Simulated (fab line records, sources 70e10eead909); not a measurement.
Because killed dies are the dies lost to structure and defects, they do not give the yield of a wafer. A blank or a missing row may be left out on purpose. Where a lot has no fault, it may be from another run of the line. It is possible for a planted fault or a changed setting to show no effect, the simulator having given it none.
Struck lot and sound lot, side by side + flow nand harc + 25 steps out of a route of 1302
Sound: the wafers L197.3, L197.4, L197.6. Wafers struck: L211.1, L211.2, L211.5. The cause is named last.
Order at every step that has rows: each side's tool, ch and its chambers, its first start. Under that, the readings that differ: sound wafers + struck wafers + difference of the means + sigmas: that difference in standard deviations of wafers without a fault.
alike: readings with means less than 2 such deviations apart, plus words and numbers identical on both sides. not compared: withheld readings, readings lacking a value on some wafer, bounds such as >300 that could conceal the same value, and numbers that have no deviation in the record and whose values overlap.
The two part at a step that has a row with sigmas, a row that says differs or no value, or rows on one side only. Non-overlapping numbers with no deviation appear without sigmas and do not part them. A reading that every wafer of one side lacks parts them only if that side has two wafers or more.

first, 5 steps without rows for these wafers: NHARC_A_CHANNEL_HOLE_D2_DESCUM_15 (chemistry O2, time 3 s); NHARC_A_CHANNEL_HOLE_D2_ETCH_38 (etches the open film in CF4, target depth 39 nm, time 65 s); NHARC_A_CHANNEL_HOLE_D2_ETCH_39 (etches the open film in N2/H2, target depth 260 nm, time 325 s); NHARC_A_CHANNEL_HOLE_D2_ETCH_34 (etches the open film in CF4/CHF3, target depth 154 nm, time 77 s); NHARC_A_CHANNEL_HOLE_D2_ETCH_16 (etches the open film in O2/COS, target depth 3100 nm, time 806 s).
NHARC_A_CHANNEL_HOLE_D2_CD_MEAS_18:
  sound on cd sem-02 at day 15 08:26; struck on cd sem-02 at day 20 20:37
  alike: cd nm
then, 1 step without rows for these wafers: NHARC_A_CHANNEL_HOLE_D2_ETCH_19 (etches the open film in C4F8/O2/Ar, time 34.5 s).
NHARC_A_CHANNEL_HOLE_D2_ETCH_20: etches the open film in C4F8/O2/Ar, time 361.9 s, target depth 1600 nm.
  sound on har etch-02 ch 0,1, day 15 08:43; struck on har etch-02 ch 0,1, day 20 20:48
| reading                         | sound          | struck         | difference | sigmas |
|---------------------------------|----------------|----------------|------------|--------|
| showerhead plenum p Torr (Torr) | 3.61 3.42 3.42 | 3.90 3.90 3.90 | +0.42      | +2     |
  alike: drypump motor current A, oes air line au, throttle valve pct
  not compared: rf hours counter h
NHARC_A_CHANNEL_HOLE_D2_ETCH_21: etches the open film in C4F8/O2/Ar, time 514.3 s, target depth 1600 nm.
  sound on har etch-02 ch 0,1, day 15 09:05; struck on har etch-02 ch 0,1, day 20 21:07
| reading                         | sound          | struck         | difference | sigmas |
|---------------------------------|----------------|----------------|------------|--------|
| showerhead plenum p Torr (Torr) | 3.61 3.42 3.42 | 3.90 3.90 3.90 | +0.42      | +2     |
  alike: drypump motor current A, oes air line au, throttle valve pct
  not compared: rf hours counter h
NHARC_A_CHANNEL_HOLE_D2_ETCH_22: etches the open film in C4F8/O2/Ar, time 666.7 s, target depth 1600 nm.
  sound on har etch-02 ch 0,1, day 15 09:34; struck on har etch-02 ch 0,1, day 20 21:34
| reading                         | sound          | struck         | difference | sigmas |
|---------------------------------|----------------|----------------|------------|--------|
| showerhead plenum p Torr (Torr) | 3.61 3.42 3.42 | 3.91 3.90 3.90 | +0.42      | +2     |
  alike: drypump motor current A, oes air line au, throttle valve pct
  not compared: rf hours counter h
NHARC_A_CHANNEL_HOLE_D2_ETCH_23: etches the open film in C4F8/O2/Ar, time 819 s, target depth 1600 nm.
  sound on har etch-02 ch 0,1, day 15 10:11; struck on har etch-02 ch 0,1, day 20 22:08
| reading                         | sound          | struck         | difference | sigmas |
|---------------------------------|----------------|----------------|------------|--------|
| showerhead plenum p Torr (Torr) | 3.61 3.42 3.42 | 3.90 3.90 3.90 | +0.42      | +2     |
  alike: drypump motor current A, oes air line au, throttle valve pct
  not compared: rf hours counter h
then, 1 step without rows for these wafers: NHARC_A_CHANNEL_HOLE_D2_ETCH_24 (etches the open film in C4F8/O2/Ar, time 906.2 s, target depth 1500 nm).
NHARC_A_CHANNEL_HOLE_D2_ETCH_25: etches the open film in C4F8/O2/Ar, time 1040.2 s, target depth 1500 nm.
  sound on har etch-02 ch 0,1, day 15 11:43; struck on har etch-02 ch 0,1, day 20 23:35
| reading                         | sound          | struck         | difference | sigmas |
|---------------------------------|----------------|----------------|------------|--------|
| showerhead plenum p Torr (Torr) | 3.60 3.42 3.42 | 3.90 3.90 3.90 | +0.42      | +2     |
  alike: drypump motor current A, oes air line au, throttle valve pct
  not compared: rf hours counter h
then, 5 steps without rows for these wafers: NHARC_A_CHANNEL_HOLE_D2_ETCH_26 (etches the open film in C4F8/O2/Ar, time 224.1 s, target depth 300 nm); NHARC_A_CHANNEL_HOLE_D2_ETCH_27 (etches the open film in C4F8/O2/Ar, time 90 s, target depth 400 nm); NHARC_A_CHANNEL_HOLE_D2_STRIP_41 (strips in N2/H2); NHARC_A_CHANNEL_HOLE_D2_STRIP_42 (strips in CF4/CHF3); NHARC_A_CHANNEL_HOLE_D2_STRIP_43 (strips in O2/COS).
NHARC_A_CHANNEL_HOLE_D2_ETCH_44: etches the open film in CF4/O2, target depth 140 nm, overetch 14 nm, time 77 s.
  sound on rie diel-02 ch 1,2, day 15 13:14; struck on rie diel-03 ch 1,2, day 21 01:25
| reading                            | sound             | struck            | difference | sigmas |
|------------------------------------|-------------------|-------------------|------------|--------|
| model.A_CHANNEL_HOLE_D2.cd nm (nm) | 89.34 90.67 89.27 | 86.17 85.94 86.21 | -3.65      |        |
  alike: drypump motor current A, oes product au, rf vpp V, showerhead plenum p Torr, throttle valve pct
  not compared: rf hours counter h
then, 3 steps without rows for these wafers: NHARC_A_CHANNEL_HOLE_D2_STRIP_28 (strips in O2); NHARC_A_CHANNEL_HOLE_D2_PRECLEAN_29 (cleans in SC1); NHARC_A_CHANNEL_HOLE_D2_SRD_30.
NHARC_A_CHANNEL_HOLE_D2_CD_MEAS_31:
  sound on cd sem-02 at day 15 14:02; struck on cd sem-01 at day 21 02:12
| reading    | sound          | struck         | difference | sigmas |
|------------|----------------|----------------|------------|--------|
| cd nm (nm) | 89.7 90.7 89.3 | 86.6 86.6 87.2 | -3.1       | -3     |
NHARC_A_CHANNEL_HOLE_D2_XSEM_32:
  sound on xsem-01 ch 0, day 15 14:08; struck on xsem-02 ch 0, day 21 02:17
| reading        | sound          | struck         | difference | sigmas |
|----------------|----------------|----------------|------------|--------|
| bot cd nm (nm) | 74.4 75.4 74.0 | 72.1 71.2 71.4 | -3.0       | -2     |
  alike: bow nm, tilt deg
next, for these wafers, 1 step has no rows: NHARC_END_SORT_01.

== WHERE THEY PART ==
Last at NHARC_A_CHANNEL_HOLE_D2_XSEM_32 as far as this record goes, first at NHARC_A_CHANNEL_HOLE_D2_ETCH_20.

WHY: what the simulator had put in
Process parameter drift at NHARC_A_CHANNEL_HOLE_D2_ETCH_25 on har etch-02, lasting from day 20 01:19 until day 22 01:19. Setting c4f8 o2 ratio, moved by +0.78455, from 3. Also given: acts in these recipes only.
